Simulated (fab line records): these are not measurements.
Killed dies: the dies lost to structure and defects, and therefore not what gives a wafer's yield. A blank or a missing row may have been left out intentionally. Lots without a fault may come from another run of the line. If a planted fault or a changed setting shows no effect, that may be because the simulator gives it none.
Split-lot study :: flow n5 finfet :: route with 1938 steps; 7 lots, 21 wafers read

== THE SPLIT ==
At N5_BEOL_M3_ETCH_41 (etches SiCN in CH3F/O2, target depth 29.9 nm, time 52.5 s), the setting target depth a was moved away from the recipe's 299 angstrom on 13 of the 21 wafers read, by -9.0% to +9.8%. All remaining wafers had this setting at the recipe value.

The reading is taken at the split's own step.

== THE READING ==
etch.depth nm (the simulator's own value, which no gauge read), in nm, at N5_BEOL_M3_ETCH_41 (etches SiCN in CH3F/O2, target depth 29.9 nm, time 52.5 s). The file gives no usual value for it. Average 19.95 nm, standard deviation 0.16 nm, over the 8 wafers here run with the recipe.

wafer: L075.1
tool, chamber at the split: rie diel-04, 0
target depth a as run, angstrom: 299
against the recipe: recipe
etch.depth nm, nm: 20.14
against lot-mates on the recipe: -

wafer: L075.3
tool, chamber at the split: rie diel-04, 3
target depth a as run, angstrom: 314.6
against the recipe: +5.2%
etch.depth nm, nm: 21.18
against lot-mates on the recipe: +1.04

wafer: L075.4
tool, chamber at the split: rie diel-04, 1
target depth a as run, angstrom: 314.6
against the recipe: +5.2%
etch.depth nm, nm: 21.56
against lot-mates on the recipe: +1.42

wafer: L081.1
tool, chamber at the split: rie diel-04, 0
target depth a as run, angstrom: 299
against the recipe: recipe
etch.depth nm, nm: 19.92
against lot-mates on the recipe: -

wafer: L081.2
tool, chamber at the split: rie diel-04, 2
target depth a as run, angstrom: 275.2
against the recipe: -8.0%
etch.depth nm, nm: 18.58
against lot-mates on the recipe: -1.34

wafer: L081.6
tool, chamber at the split: rie diel-04, 0
target depth a as run, angstrom: 275.2
against the recipe: -8.0%
etch.depth nm, nm: 18.23
against lot-mates on the recipe: -1.69

wafer: L086.3
tool, chamber at the split: rie diel-02, 1
target depth a as run, angstrom: 280
against the recipe: -6.4%
etch.depth nm, nm: 18.69
against lot-mates on the recipe: no lot-mate on the recipe

wafer: L086.5
tool, chamber at the split: rie diel-02, 1
target depth a as run, angstrom: 280
against the recipe: -6.4%
etch.depth nm, nm: 18.59
against lot-mates on the recipe: no lot-mate on the recipe

wafer: L086.6
tool, chamber at the split: rie diel-02, 0
target depth a as run, angstrom: 280
against the recipe: -6.4%
etch.depth nm, nm: 19.04
against lot-mates on the recipe: no lot-mate on the recipe

wafer: L090.1
tool, chamber at the split: rie diel-05, 2
target depth a as run, angstrom: 287.2
against the recipe: -3.9%
etch.depth nm, nm: 18.9
against lot-mates on the recipe: -1.11

wafer: L090.3
tool, chamber at the split: rie diel-05, 1
target depth a as run, angstrom: 299
against the recipe: recipe
etch.depth nm, nm: 20.01
against lot-mates on the recipe: -

wafer: L090.6
tool, chamber at the split: rie diel-05, 0
target depth a as run, angstrom: 287.2
against the recipe: -3.9%
etch.depth nm, nm: 18.59
against lot-mates on the recipe: -1.42

wafer: L094.1
tool, chamber at the split: rie diel-02, 0
target depth a as run, angstrom: 328.2
against the recipe: +9.8%
etch.depth nm, nm: 22.03
against lot-mates on the recipe: +2.34

wafer: L094.3
tool, chamber at the split: rie diel-02, 3
target depth a as run, angstrom: 299
against the recipe: recipe
etch.depth nm, nm: 19.69
against lot-mates on the recipe: -

wafer: L094.5
tool, chamber at the split: rie diel-02, 1
target depth a as run, angstrom: 328.2
against the recipe: +9.8%
etch.depth nm, nm: 21.62
against lot-mates on the recipe: +1.93

wafer: L095.1
tool, chamber at the split: rie diel-04, 2
target depth a as run, angstrom: 299
against the recipe: recipe
etch.depth nm, nm: 19.96
against lot-mates on the recipe: -

wafer: L095.2
tool, chamber at the split: rie diel-04, 0
target depth a as run, angstrom: 299
against the recipe: recipe
etch.depth nm, nm: 19.73
against lot-mates on the recipe: -

wafer: L095.4
tool, chamber at the split: rie diel-04, 1
target depth a as run, angstrom: 299
against the recipe: recipe
etch.depth nm, nm: 19.99
against lot-mates on the recipe: -

wafer: L097.3
tool, chamber at the split: rie diel-04, 3
target depth a as run, angstrom: 272.2
against the recipe: -9.0%
etch.depth nm, nm: 18.16
against lot-mates on the recipe: -2.00

wafer: L097.4
tool, chamber at the split: rie diel-04, 1
target depth a as run, angstrom: 299
against the recipe: recipe
etch.depth nm, nm: 20.16
against lot-mates on the recipe: -

wafer: L097.6
tool, chamber at the split: rie diel-04, 1
target depth a as run, angstrom: 272.2
against the recipe: -9.0%
etch.depth nm, nm: 18.41
against lot-mates on the recipe: -1.75

THE FIT
A straight line over all 21 wafers: etch.depth nm changes by +0.202 nm for each +1% of target depth a; r = +0.98; the points scatter about the line by 0.26 nm.
The same after taking each lot's own level away (the mean of its wafers on the recipe; 18 wafers): +0.217 nm for each +1%; r = +0.99; scatter 0.22 nm.
The reading moves by 2.1 nm for the largest change in target depth a, on that fit.
Measured against the standard deviation above, the lots' own levels, which go from 19.690 to 20.160 nm, span 3.0 times it.
The two slopes agree, so the slope changes little with the lot-to-lot level.
Check: for one of the wafers moved furthest among these (+9.8%), held out of the fit, the line's prediction against its lot-mates is +2.04 nm. It came out at +2.34 nm against them.

== OTHER SPLITS APPLIED TO THESE WAFERS ==
Before the reading, these wafers also passed through other splits. Each is held against what the fit with the lots' levels taken away leaves over:
other split on the same wafers: N5_BEOL_M3_COAT_62 spin rpm
wafers away from the commonest value: 10
r with etch.depth nm (lot level and that fit taken away): +0.42

== FILE'S OWN FIT ==
etch.depth nm changes by +0.217 nm for each +1% of target depth a, r = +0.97.
